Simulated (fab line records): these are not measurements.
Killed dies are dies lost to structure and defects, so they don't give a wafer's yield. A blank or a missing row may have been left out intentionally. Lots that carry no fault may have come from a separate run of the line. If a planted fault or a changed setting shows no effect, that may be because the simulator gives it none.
Split-lot trial ; flow n5 finfet ; route with 1938 steps; 7 lots, 21 wafers read

== THE SPLIT ==
At N5_DUMMY_GATE_COAT_28 (time 60 s, resist thk 10 nm), the setting spin rpm was moved away from the recipe's 1500 rpm on 9 of the 21 wafers read, by -8.5% to +8.9%. The other wafers ran this setting at the recipe's value.

The reading is taken at the split's own step.

== THE READING ==
underlayer_of_DUMMY_GATE_COAT_28.thk nm (the simulator's own value, which no gauge read), in nm, at N5_DUMMY_GATE_COAT_28 (time 60 s, resist thk 10 nm). The file gives no usual value for it.

wafer;tool, chamber at the split;spin rpm as run, rpm;against the recipe;underlayer_of_DUMMY_GATE_COAT_28.thk nm, nm;against lot-mates on the recipe
L075.2;litho track-02, 0;1500;recipe;10;-
L075.6;litho track-02, 0;1500;recipe;10;-
L075.3;litho track-02, 0;1373;-8.5%;10.4;+0.4
L079.3;litho track-05, 0;1500;recipe;10;-
L079.4;litho track-05, 0;1414;-5.7%;10.2;+0.2
L079.6;litho track-05, 0;1414;-5.7%;10.4;+0.4
L081.1;litho track-02, 0;1500;recipe;10;-
L081.2;litho track-02, 0;1500;recipe;10;-
L081.4;litho track-02, 0;1500;recipe;10;-
L088.1;litho track-04, 0;1634;+8.9%;9.6;-0.4
L088.4;litho track-04, 0;1634;+8.9%;9.6;-0.4
L088.2;litho track-04, 0;1500;recipe;10;-
L091.2;litho track-02, 0;1633;+8.9%;9.6;-0.4
L091.6;litho track-02, 0;1633;+8.9%;9.6;-0.4
L091.4;litho track-02, 0;1500;recipe;10;-
L095.1;litho track-05, 0;1612;+7.5%;9.8;-0.2
L095.3;litho track-05, 0;1500;recipe;10;-
L095.4;litho track-05, 0;1612;+7.5%;9.6;-0.4
L096.4;litho track-05, 0;1500;recipe;10;-
L096.5;litho track-05, 0;1500;recipe;10;-
L096.6;litho track-05, 0;1500;recipe;10;-

THE FIT
A straight line over all 21 wafers: underlayer_of_DUMMY_GATE_COAT_28.thk nm changes by -0.0457 nm for each +1% of spin rpm; r = -0.98; the points scatter about the line by 0.049 nm.
The same after taking each lot's own level away (the mean of its wafers on the recipe; 21 wafers): -0.0457 nm for each +1%; r = -0.98; scatter 0.049 nm.
On that fit, the largest move of spin rpm shifts the reading by 0.41 nm.
The lots' own levels span 10.00 to 10.00 nm.
Consequently the slope shifts little with the lot-to-lot level, the two slopes agreeing.
Check: -0.398 nm against its lot-mates is what the line predicts for one of the wafers moved furthest among these (+8.9%) when that wafer is left out of the fit. Against them it came out at -0.4 nm.

== THE OTHER SPLITS THESE WAFERS WENT THROUGH ==
These wafers also went through other splits before the reading. Each is held against what the fit with the lots' levels taken away leaves over:
other split on the same wafers;wafers away from the commonest value;r with underlayer_of_DUMMY_GATE_COAT_28.thk nm (lot level and that fit taken away)
N5_WELL_APT_COAT_02 spin rpm;8;+0.11
N5_PMOS_HMC_CHANNEL_EPI_ETCH_32 bias w;7;-0.02
N5_FIN_SAQP_PECVD_06 time s;8;+0.18
N5_FIN_SAQP_PEB_14 peb time s;8;+0.22
N5_FIN_CUT_COAT_18 spin rpm;9;-0.17
N5_FIN_CUT_EXPOSE_05 dose mj;10;-0.07

== FILE'S OWN FIT ==
underlayer_of_DUMMY_GATE_COAT_28.thk nm changes by -0.0454 nm for each +1% of spin rpm, r = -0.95.
